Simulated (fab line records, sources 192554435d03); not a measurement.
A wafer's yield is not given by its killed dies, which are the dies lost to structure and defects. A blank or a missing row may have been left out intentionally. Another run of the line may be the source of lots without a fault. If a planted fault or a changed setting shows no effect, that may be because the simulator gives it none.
fab line records ; flow n5Finfet
record: lots: 7; wafers: 21; lastDay: 19
route steps=1938 shown START@1 ZERO_LAYER@2
lots that met no fault: from a run of the same line without faults
startH: start of the lot's first displayed wafer, in hours after the record's first day ; waitH: time in hours since the lot's previous step ; " unchanged from the row above ; L1.1+2: several wafers, shown together as one row ; - no value, or no start was given ; * or withheld: withheld ; < > ~ a bound
route shown NAME@n: NAME is a module with steps in the file, n the number in the route of the first one ; usual: average and standard deviation across the fault-free wafers ; same: alike in all rows ; chamber/n: place in a boat ; sites: each site's reading ; _std_site: the standard deviation of these ; _edge_site: outer sites' mean less inner sites' ; radiusMm: how far each site lies from the wafer's centre ; mask NAME#n: copy n ; behind: the tool/chamber that last shaped the wafer ; hold: why the lot was held/for how many hours/how that ended ; device: names the non-switching transistor (n, p or np) ; end of line: the same wafers' tests at the end of the route ; a step given without rows: its recipe and nothing more ; killed: dies that structure and defects cost at the first sort, which is not the same as the wafer's yield ; map: per-die view of a wafer (x killed, . not killed, _ where there is no die)
set.NAME: the setting as run; set.NAME@STEP: as run at that earlier step ; model.NAME: the simulator's own value behind a step, which no gauge read
a table for each step, a row for each wafer; lots at some steps of the route
services: the hour from which a tool's chamber was out of use, counted from the record's first day as startH (under 0 if before that day), plus the number of hours and why
== steps ==
step: N5_START_INSPECT_01
recipe: inspectInstrument: unpatternedScan; mode: incoming
usual: rawDefectCount: 5.6/2.2
lot.wafer;tool;chamber;startH;waitH;rawDefectCount
L171.1;defectInspect-02;-;24.03;-;3
L171.3;defectInspect-02;-;24.03;-;3
L171.5;defectInspect-02;-;24.03;-;2
L183.1;defectInspect-01;-;96.03;-;4
L183.5;defectInspect-01;-;96.03;-;11
L183.6;defectInspect-01;-;96.03;-;6
L184.2;defectInspect-02;-;102.04;-;5
L184.3;defectInspect-02;-;102.04;-;7
L184.4;defectInspect-02;-;102.04;-;5
L185.1;defectInspect-01;-;108.03;-;4
L185.2;defectInspect-01;-;108.03;-;8
L185.6;defectInspect-01;-;108.03;-;6
L187.2;defectInspect-02;-;120.03;-;3
L187.4;defectInspect-02;-;120.03;-;4
L187.6;defectInspect-02;-;120.03;-;4
L191.1;defectInspect-02;-;144.03;-;10
L191.4;defectInspect-02;-;144.03;-;5
L191.5;defectInspect-02;-;144.03;-;4
L192.1;defectInspect-01;-;150.03;-;8
L192.2;defectInspect-01;-;150.03;-;7
L192.6;defectInspect-01;-;150.03;-;5
step: N5_ZERO_LAYER_PRECLEAN_00
recipe: chemistry: SPM; timeS: 600; tempC: 120; mix: 4:1
step: N5_ZERO_LAYER_SRD_01
recipe: timeS: 30; tempC: 23; rinseLiquid: diw; dry: n2Spin; spinRpm: 1500; dryTimeS: 30
step: N5_ZERO_LAYER_PECVD_02
recipe: material: SiO2; targetThkA: 100; tempC: 400; precursor: SiH4/N2O; pressureTorr: 0.75; rfW: 275; timeS: 6
usual: heaterPowerW: 756/70; showerheadPlenumPTorr: 8.14/0.13
lot.wafer;tool;chamber;startH;waitH;heaterPowerW;showerheadPlenumPTorr;sinceWetCleanH
L171.1;pecvd-02;2;24.28;0.0;731;8.07;155
L171.3;pecvd-02;1;24.28;0.0;709;8.18;1634
L171.5;pecvd-02;1;24.28;0.0;714;8.16;-
L183.1;pecvd-02;1;96.47;0.0;745;8.16;1707
L183.5;pecvd-02;1;96.47;0.0;736;8.16;-
L183.6;pecvd-02;2;96.47;0.0;671;8.06;-
L184.2;pecvd-01;2;102.29;0.0;783;8.34;51
L184.3;pecvd-01;0;102.29;0.0;866;8.31;-
L184.4;pecvd-01;2;102.29;0.0;778;8.35;-
L185.1;pecvd-03;2;108.28;0.0;729;8.09;2081
L185.2;pecvd-03;0;108.28;0.0;733;8.14;631
L185.6;pecvd-03;0;108.28;0.0;750;8.14;-
L187.2;pecvd-01;2;120.30;0.0;762;8.33;69
L187.4;pecvd-01;2;120.30;0.0;758;8.33;-
L187.6;pecvd-01;2;120.30;0.0;768;8.33;-
L191.1;pecvd-02;1;144.28;0.0;765;8.12;1754
L191.4;pecvd-02;0;144.28;0.0;798;7.87;-
L191.5;pecvd-02;1;144.28;0.0;736;8.15;-
L192.1;pecvd-03;1;150.28;0.0;848;8.17;1398
L192.2;pecvd-03;0;150.28;0.0;737;8.14;673
L192.6;pecvd-03;0;150.28;0.0;722;8.16;-
step: N5_ZERO_LAYER_HMDS_04
recipe: timeS: 60; tempC: 120
step: N5_ZERO_LAYER_COAT_05
recipe: spinRpm: 1500; resistThkNm: 1000
step: N5_ZERO_LAYER_EBR_07
recipe: solvent: PGMEA; ebrWidthMm: 1.5
step: N5_ZERO_LAYER_SOFTBAKE_06
recipe: tempC: 100; timeS: 90
step: N5_ZERO_LAYER_EXPOSE_08
recipe: maskId: ZERO; na: 0.55; sourceShape: conventional; sigmaOuter: 0.8; polarization: unpolarized; defocusNm: 0; targetCdNm: 2000; doseMj: 16.2
usual: exposureDoseMJCm2: 16.184/0.017; focusOffsetNm: 0.0/0.55
lot.wafer;tool;chamber;startH;waitH;mask;exposureDoseMJCm2;focusOffsetNm
L171.1;krfScanner-02;0;24.59;-;ZERO#0;16.163;-0.7
L171.3;krfScanner-02;0;24.59;-;ZERO#0;16.200;-0.1
L171.5;krfScanner-02;0;24.59;-;ZERO#0;16.167;0.1
L183.1;krfScanner-02;-;96.68;-;ZERO#0;-;-
L183.5;krfScanner-02;-;96.68;-;ZERO#0;-;-
L183.6;krfScanner-02;-;96.68;-;ZERO#0;-;-
L184.2;krfScanner-01;-;102.62;-;ZERO#0;-;-
L184.3;krfScanner-01;-;102.62;-;ZERO#0;-;-
L184.4;krfScanner-01;-;102.62;-;ZERO#0;-;-
L185.1;krfScanner-02;-;108.59;-;ZERO#0;-;-
L185.2;krfScanner-02;-;108.59;-;ZERO#0;-;-
L185.6;krfScanner-02;-;108.59;-;ZERO#0;-;-
L187.2;krfScanner-01;0;120.64;-;ZERO#0;16.169;0.1
L187.4;krfScanner-01;0;120.64;-;ZERO#0;16.160;0.0
L187.6;krfScanner-01;0;120.64;-;ZERO#0;16.174;0.1
L191.1;krfScanner-01;0;144.46;-;ZERO#0;16.214;-0.1
L191.4;krfScanner-01;0;144.46;-;ZERO#0;16.212;0.1
L191.5;krfScanner-01;0;144.46;-;ZERO#0;16.227;0.0
L192.1;krfScanner-02;0;150.59;-;ZERO#0;16.216;-0.1
L192.2;krfScanner-02;0;150.59;-;ZERO#0;16.193;-0.5
L192.6;krfScanner-02;0;150.59;-;ZERO#0;16.200;0.1
step: N5_ZERO_LAYER_PEB_09
recipe: pebTempC: withheld; pebTimeS: *
== services ==
tool;chamber;startH;hours;kind
krfScanner-02;-;5.08;1.0;pm
pecvd-01;0;16.56;5.5;scheduledDown
pecvd-01;2;22.02;-;clean
pecvd-01;2;22.02;-;consumableReplace:showerhead
pecvd-01;2;22.02;29.0;scheduledDown
pecvd-01;2;22.02;29.0;ventCycle
krfScanner-02;-;22.58;0.8;pm
krfScanner-01;-;35.19;1.3;pm
krfScanner-01;0;37.22;-;calibration
krfScanner-01;-;45.87;0.3;repair
pecvd-01;-;56.99;1.0;repair
krfScanner-02;-;75.88;1.3;pm
pecvd-02;-;90.79;2.8;pm
pecvd-02;0;94.43;6.7;repair
pecvd-01;1;97.51;5.5;scheduledDown
pecvd-01;0;118.56;17.8;repair
krfScanner-01;-;121.50;0.8;pm
pecvd-02;0;132.13;5.0;scheduledDown
pecvd-03;2;135.26;2.1;scheduledDown
krfScanner-01;-;141.87;1.0;pm
== key ==
firstSign: step: N5_ZERO_LAYER_EXPOSE_08; reading: toolRecord; direction: missing
effect none on later readings
metAt N5_ZERO_LAYER_EXPOSE_08
struckWafers L183.1,L183.5,L183.6,L184.2,L184.3,L184.4,L185.1,L185.2,L185.6
laterRowsLeftOut L183.1,L183.5,L183.6,L184.2,L184.3,L184.4,L185.1,L185.2,L185.6
sortLeftOut L183.1,L183.5,L183.6,L184.2,L184.3,L184.4,L185.1,L185.2,L185.6
onsetBetween 24.59 96.68
fault: kind: skippedStepWhole; tool: krfScanner-01,krfScanner-02; chamber: -; onsetH: 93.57; steps: N5_ZERO_LAYER_EXPOSE_08; scope: struckLotsOnly
sortLeftOut: the simulated sort isn't trusted on such a fault, so these wafers' sort isn't shown, and their yield isn't known
laterRowsLeftOut: the simulator's readings of these wafers behind a module that went badly wrong aren't trusted and aren't shown, but for the sort
